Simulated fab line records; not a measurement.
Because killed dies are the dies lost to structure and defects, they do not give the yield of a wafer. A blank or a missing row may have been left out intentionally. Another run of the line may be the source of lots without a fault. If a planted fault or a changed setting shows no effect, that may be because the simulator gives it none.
What tool caused it? + flow n5-finfet + 24 lots, 72 wafers sampled, at 5 steps of a route of 1938

## WHAT EACH GAUGE READ, for each wafer
N5_BEOL_M10_CD_MEAS_18: pitch 140 nm, target cd 70 nm.
| lot  | measured     | on        | cd-nm (nm)     |
|------|--------------|-----------|----------------|
| L074 | day 10 10:04 | cd-sem-03 | 68.3 69.6 70.2 |
| L076 | day 11 01:05 | cd-sem-03 | 71.5 68.7 71.2 |
| L075 | day 11 01:16 | cd-sem-03 | 67.9 70.2 69.1 |
| L077 | day 11 22:13 | cd-sem-03 | 69.8 71.7 69.9 |
| L079 | day 12 00:33 | cd-sem-03 | 69.6 70.4 69.9 |
| L078 | day 12 00:57 | cd-sem-01 | 70.3 71.6 70.6 |
| L080 | day 12 04:16 | cd-sem-02 | 69.7 70.2 71.2 |
| L082 | day 12 13:44 | cd-sem-01 | 71.0 70.5 70.7 |
| L081 | day 12 13:53 | cd-sem-01 | 68.5 68.5 70.2 |
| L083 | day 12 18:17 | cd-sem-02 | 69.8 69.6 70.3 |
| L084 | day 13 00:41 | cd-sem-01 | 70.9 72.0 69.8 |
| L085 | day 13 09:37 | cd-sem-03 | 69.7 70.3 70.8 |
| L087 | day 13 16:44 | cd-sem-03 | 69.8 70.0 69.8 |
| L086 | day 13 17:35 | cd-sem-01 | 71.9 70.0 71.0 |
| L090 | day 14 08:35 | cd-sem-01 | 71.3 71.1 71.2 |
| L089 | day 14 09:10 | cd-sem-02 | 69.3 69.4 68.2 |
| L088 | day 14 12:10 | cd-sem-01 | 69.2 71.5 70.9 |
| L093 | day 15 01:49 | cd-sem-02 | 70.2 68.3 69.8 |
| L092 | day 15 02:10 | cd-sem-02 | 69.1 68.9 69.5 |
| L091 | day 15 19:29 | cd-sem-03 | 70.7 70.3 70.3 |
| L094 | day 15 20:45 | cd-sem-02 | 71.0 71.1 70.4 |
| L096 | day 15 22:10 | cd-sem-01 | 69.8 69.8 69.6 |
| L095 | day 16 05:34 | cd-sem-01 | 71.1 71.1 71.0 |
| L097 | day 16 11:56 | cd-sem-03 | 71.0 69.9 70.5 |

N5_BEOL_M11_INSPECT_30: inspects for defects (brightfield).
| lot  | measured     | on                | raw-defect-count |
|------|--------------|-------------------|------------------|
| L074 | day 10 18:29 | defect-inspect-02 | 439 522 390      |
| L076 | day 11 09:44 | defect-inspect-01 | 325 292 602      |
| L075 | day 11 12:29 | defect-inspect-02 | 417 330 402      |
| L077 | day 12 06:53 | defect-inspect-02 | 509 508 392      |
| L079 | day 12 08:31 | defect-inspect-02 | 471 386 400      |
| L078 | day 12 08:22 | defect-inspect-01 | 453 584 456      |
| L080 | day 12 16:31 | defect-inspect-01 | 465 412 464      |
| L082 | day 12 23:37 | defect-inspect-02 | 416 525 683      |
| L081 | day 12 23:27 | defect-inspect-02 | 337 333 351      |
| L083 | day 13 04:10 | defect-inspect-02 | 504 405 507      |
| L084 | day 13 07:17 | defect-inspect-02 | 413 383 419      |
| L085 | day 13 17:12 | defect-inspect-02 | 354 407 308      |
| L087 | day 14 01:46 | defect-inspect-02 | 395 271 355      |
| L086 | day 14 07:04 | defect-inspect-01 | 327 377 384      |
| L090 | day 14 15:27 | defect-inspect-01 | 454 389 357      |
| L089 | day 14 18:11 | defect-inspect-02 | 336 359 335      |
| L088 | day 14 20:50 | defect-inspect-01 | 310 375 359      |
| L093 | day 15 13:35 | defect-inspect-02 | 389 448 430      |
| L092 | day 15 12:34 | defect-inspect-01 | 412 373 304      |
| L091 | day 16 03:10 | defect-inspect-02 | 441 544 303      |
| L094 | day 16 06:14 | defect-inspect-01 | 315 333 307      |
| L096 | day 16 06:29 | defect-inspect-02 | 519 349 426      |
| L095 | day 16 16:24 | defect-inspect-01 | 377 305 350      |
| L097 | day 16 20:15 | defect-inspect-01 | 238 279 295      |

## EACH LOT AND THE TOOL THAT RAN IT (in order: tool; ch and the chambers of the sampled wafers; start)
| lot  | N5_BEOL_M10_STRIP_77                          | N5_BEOL_M10_PRE_CLEAN_45     | N5_BEOL_M10_DEP_56              |
|------|-----------------------------------------------|------------------------------|---------------------------------|
| L074 | rie-diel-01 ch 1,2, day 10 13:22 or earlier   | pvd-sputter-02, day 10 13:22 | pecvd-04 ch 0,1, day 10 15:12   |
| L076 | rie-diel-05 ch 0,1,3, day 11 04:01 or earlier | pvd-sputter-02, day 11 04:01 | pecvd-04 ch 0,1,2, day 11 06:02 |
| L075 | rie-diel-05 ch 0,1,2, day 11 04:59 or earlier | pvd-sputter-02, day 11 04:59 | pecvd-04 ch 0,1, day 11 06:38   |
| L077 | rie-diel-02 ch 1,2, day 12 01:26 or earlier   | pvd-sputter-03, day 12 01:26 | pecvd-04 ch 0,2, day 12 03:05   |
| L079 | rie-diel-01 ch 1,3, day 12 02:23 or earlier   | pvd-sputter-03, day 12 02:23 | pecvd-04 ch 0,1, day 12 04:26   |
| L078 | rie-diel-05 ch 1,2, day 12 02:31 or earlier   | pvd-sputter-01, day 12 02:31 | pecvd-04 ch 1,2, day 12 04:43   |
| L080 | rie-diel-02 ch 0,1,2, day 12 06:28 or earlier | pvd-sputter-01, day 12 06:28 | pecvd-02 ch 0,1,2, day 12 08:17 |
| L082 | rie-diel-02 ch 1,2, day 12 17:49 or earlier   | pvd-sputter-02, day 12 17:49 | pecvd-04 ch 1,2, day 12 19:25   |
| L081 | rie-diel-01 ch 1,2,3, day 12 17:44 or earlier | pvd-sputter-02, day 12 17:44 | pecvd-01 ch 0,2, day 12 19:18   |
| L083 | rie-diel-01 ch 0,1, day 12 21:16 or earlier   | pvd-sputter-02, day 12 21:16 | pecvd-01 ch 0,1,2, day 12 23:22 |
| L084 | rie-diel-05 ch 0,2, day 13 02:17 or earlier   | pvd-sputter-03, day 13 02:17 | pecvd-01 ch 1,2, day 13 04:04   |
| L085 | rie-diel-02 ch 0,1,2, day 13 11:35 or earlier | pvd-sputter-02, day 13 11:35 | pecvd-04 ch 0,1,2, day 13 13:30 |
| L087 | rie-diel-02 ch 0,3, day 13 19:45 or earlier   | pvd-sputter-01, day 13 19:45 | pecvd-02 ch 0,2, day 13 21:28   |
| L086 | rie-diel-01 ch 0,1,2, day 13 20:19 or earlier | pvd-sputter-01, day 13 20:19 | pecvd-04 ch 1,2, day 13 23:30   |
| L090 | rie-diel-01 ch 0,1, day 14 10:41 or earlier   | pvd-sputter-03, day 14 10:41 | pecvd-02 ch 1,2, day 14 12:13   |
| L089 | rie-diel-05 ch 2,3, day 14 11:57 or earlier   | pvd-sputter-02, day 14 11:57 | pecvd-02 ch 0,1,2, day 14 13:32 |
| L088 | rie-diel-02 ch 0,1,2, day 14 15:24 or earlier | pvd-sputter-02, day 14 15:24 | pecvd-04 ch 0,1,2, day 14 16:58 |
| L093 | rie-diel-01 ch 0,2,3, day 15 06:34 or earlier | pvd-sputter-02, day 15 06:34 | pecvd-01 ch 0,1,2, day 15 08:23 |
| L092 | rie-diel-02 ch 1,2,3, day 15 05:58 or earlier | pvd-sputter-01, day 15 05:58 | pecvd-04 ch 0,1,2, day 15 07:36 |
| L091 | rie-diel-01 ch 1,3, day 15 21:13 or earlier   | pvd-sputter-02, day 15 21:13 | pecvd-02 ch 0,1,2, day 15 23:06 |
| L094 | rie-diel-02 ch 2,3, day 15 23:58 or earlier   | pvd-sputter-01, day 15 23:58 | pecvd-04 ch 0,1,2, day 16 01:25 |
| L096 | rie-diel-05 ch 2,3, day 16 00:43 or earlier   | pvd-sputter-01, day 16 00:43 | pecvd-02 ch 0,1, day 16 02:55   |
| L095 | rie-diel-01 ch 0,2,3, day 16 09:13 or earlier | pvd-sputter-03, day 16 09:13 | pecvd-02 ch 1,2, day 16 11:10   |
| L097 | rie-diel-02 ch 0,1, day 16 14:32 or earlier   | pvd-sputter-02, day 16 14:32 | pecvd-04 ch 0,2, day 16 16:28   |
- N5_BEOL_M10_STRIP_77: strips in N2/H2, time 10 s.
- N5_BEOL_M10_PRE_CLEAN_45: time 30 s.
- N5_BEOL_M10_DEP_56: deposits SiCN from 3MS/NH3, target thk 15 nm, time 26.5 s.

## WHAT THE TOOLS THEMSELVES READ (means of the sampled wafers that have a number; where no wafer has one, the mark that the record gives instead)
N5_BEOL_M10_STRIP_77.
| lot  | tool        | drypump-motor-current-A (A) | oes-product-au (a.u.) | rf-vpp-V (V) | showerhead-plenum-p-Torr (Torr) | temp-c (C) | throttle-valve-pct (%) |
|------|-------------|-----------------------------|-----------------------|--------------|---------------------------------|------------|------------------------|
| L074 | rie-diel-01 | 6.3                         | 0.85                  | 58.4         | 2.62                            | 40.02      | 23.5                   |
| L076 | rie-diel-05 | 5.6                         | 0.69                  | 59.6         | 2.55                            | 40.01      | 23.8                   |
| L075 | rie-diel-05 | 5.7                         | 0.70                  | 59.8         | 2.51                            | 39.97      | 23.7                   |
| L077 | rie-diel-02 | 5.8                         | 0.74                  | 59.4         | 2.49                            | 40.07      | 24.0                   |
| L079 | rie-diel-01 | 6.2                         | 0.82                  | 59.7         | 2.59                            | 39.95      | 23.4                   |
| L078 | rie-diel-05 | 5.5                         | 0.67                  | 59.1         | 2.52                            | 40.09      | 23.4                   |
| L080 | rie-diel-02 | 5.6                         | 0.74                  | 58.1         | 2.51                            | 40.02      | 24.1                   |
| L082 | rie-diel-02 | 5.8                         | 0.73                  | 58.2         | 2.49                            | 40.01      | 24.0                   |
| L081 | rie-diel-01 | 6.0                         | 0.77                  | 59.4         | 2.58                            | 39.98      | 23.7                   |
| L083 | rie-diel-01 | 6.4                         | 0.90                  | 59.4         | 2.68                            | 40.03      | 23.6                   |
| L084 | rie-diel-05 | 6.1                         | 0.70                  | 58.9         | 2.46                            | 39.95      | 23.2                   |
| L085 | rie-diel-02 | 5.6                         | 0.73                  | 59.3         | 2.51                            | 40.04      | 24.1                   |
| L087 | rie-diel-02 | 5.5                         | 0.75                  | 58.2         | 2.50                            | 39.98      | 24.3                   |
| L086 | rie-diel-01 | 6.2                         | 0.82                  | 59.3         | 2.64                            | 40.02      | 23.7                   |
| L090 | rie-diel-01 | 6.3                         | 0.87                  | 58.8         | 2.67                            | 39.94      | 23.6                   |
| L089 | rie-diel-05 | 5.8                         | 0.75                  | 58.9         | 2.51                            | 40.07      | 23.1                   |
| L088 | rie-diel-02 | 5.6                         | 0.72                  | 59.5         | 2.50                            | 39.98      | 24.1                   |
| L093 | rie-diel-01 | 5.9                         | 0.77                  | 59.2         | 2.60                            | 40.04      | 24.0                   |
| L092 | rie-diel-02 | 5.8                         | 0.76                  | 59.3         | 2.49                            | 40.06      | 23.9                   |
| L091 | rie-diel-01 | 6.3                         | 0.78                  | 58.4         | 2.57                            | 39.94      | 23.4                   |
| L094 | rie-diel-02 | 5.8                         | 0.77                  | 59.0         | 2.53                            | 39.91      | 23.8                   |
| L096 | rie-diel-05 | 5.7                         | 0.91                  | 59.7         | 2.54                            | 39.99      | 23.1                   |
| L095 | rie-diel-01 | 5.9                         | 0.76                  | 59.8         | 2.60                            | 40.04      | 24.0                   |
| L097 | rie-diel-02 | 5.7                         | 0.79                  | 58.6         | 2.46                            | 39.86      | 24.1                   |

N5_BEOL_M10_PRE_CLEAN_45.
| lot  | tool           | heater-power-w (W) |
|------|----------------|--------------------|
| L074 | pvd-sputter-02 | 335                |
| L076 | pvd-sputter-02 | 314                |
| L075 | pvd-sputter-02 | 329                |
| L077 | pvd-sputter-03 | 334                |
| L079 | pvd-sputter-03 | 325                |
| L078 | pvd-sputter-01 | 344                |
| L080 | pvd-sputter-01 | 354                |
| L082 | pvd-sputter-02 | 321                |
| L081 | pvd-sputter-02 | 336                |
| L083 | pvd-sputter-02 | 343                |
| L084 | pvd-sputter-03 | 315                |
| L085 | pvd-sputter-02 | 340                |
| L087 | pvd-sputter-01 | 337                |
| L086 | pvd-sputter-01 | 342                |
| L090 | pvd-sputter-03 | 308                |
| L089 | pvd-sputter-02 | 344                |
| L088 | pvd-sputter-02 | 333                |
| L093 | pvd-sputter-02 | 334                |
| L092 | pvd-sputter-01 | 352                |
| L091 | pvd-sputter-02 | 328                |
| L094 | pvd-sputter-01 | 349                |
| L096 | pvd-sputter-01 | 339                |
| L095 | pvd-sputter-03 | 329                |
| L097 | pvd-sputter-02 | 330                |

N5_BEOL_M10_DEP_56.
| lot  | tool     | showerhead-plenum-p-Torr (Torr) | throttle-valve-pct (%) |
|------|----------|---------------------------------|------------------------|
| L074 | pecvd-04 | 3.666                           | 9.03                   |
| L076 | pecvd-04 | 3.657                           | 9.02                   |
| L075 | pecvd-04 | 3.663                           | 9.13                   |
| L077 | pecvd-04 | 3.642                           | 8.93                   |
| L079 | pecvd-04 | 3.665                           | 9.09                   |
| L078 | pecvd-04 | 3.655                           | 9.02                   |
| L080 | pecvd-02 | 3.670                           | 8.49                   |
| L082 | pecvd-04 | 3.651                           | 9.00                   |
| L081 | pecvd-01 | 3.653                           | 9.24                   |
| L083 | pecvd-01 | 3.661                           | 9.03                   |
| L084 | pecvd-01 | 3.664                           | 9.36                   |
| L085 | pecvd-04 | 3.658                           | 8.92                   |
| L087 | pecvd-02 | 3.682                           | 8.38                   |
| L086 | pecvd-04 | 3.651                           | 8.96                   |
| L090 | pecvd-02 | 3.677                           | 8.70                   |
| L089 | pecvd-02 | 3.675                           | 8.49                   |
| L088 | pecvd-04 | 3.656                           | 8.90                   |
| L093 | pecvd-01 | 3.667                           | 9.20                   |
| L092 | pecvd-04 | 3.656                           | 9.17                   |
| L091 | pecvd-02 | 3.675                           | 8.64                   |
| L094 | pecvd-04 | 3.655                           | 9.12                   |
| L096 | pecvd-02 | 3.685                           | 8.58                   |
| L095 | pecvd-02 | 3.669                           | 8.80                   |
| L097 | pecvd-04 | 3.649                           | 8.98                   |

## THE ANSWER, worked out from the rows above alone
Rule: usual is defined by the lots themselves. Put in order of their means at a reading, lots are off if they are a third of the lots or fewer, leave a main group of 4 or more, and stand apart from it by a gap of 3 or more times the standard deviation of the main group's means; of several such gaps the widest counts. A main group is skipped when, at the precision printed for the reading in the tables above, its means are all equal. Also off: a lot with no number at a reading for which 4 or more lots have one. Where the step has rows for the other lots, those lots are counted as sound. First the gauges in route order, then the tools' own readings, where a lot's mean is used as printed above. The first step at which some lot is off is used, and at that step the reading that is off furthest; a lot without a number counts as furthest.
Nothing can be told from this: no lot is off at any reading shown.

## WHAT HAD BEEN PUT IN BY THE SIMULATOR
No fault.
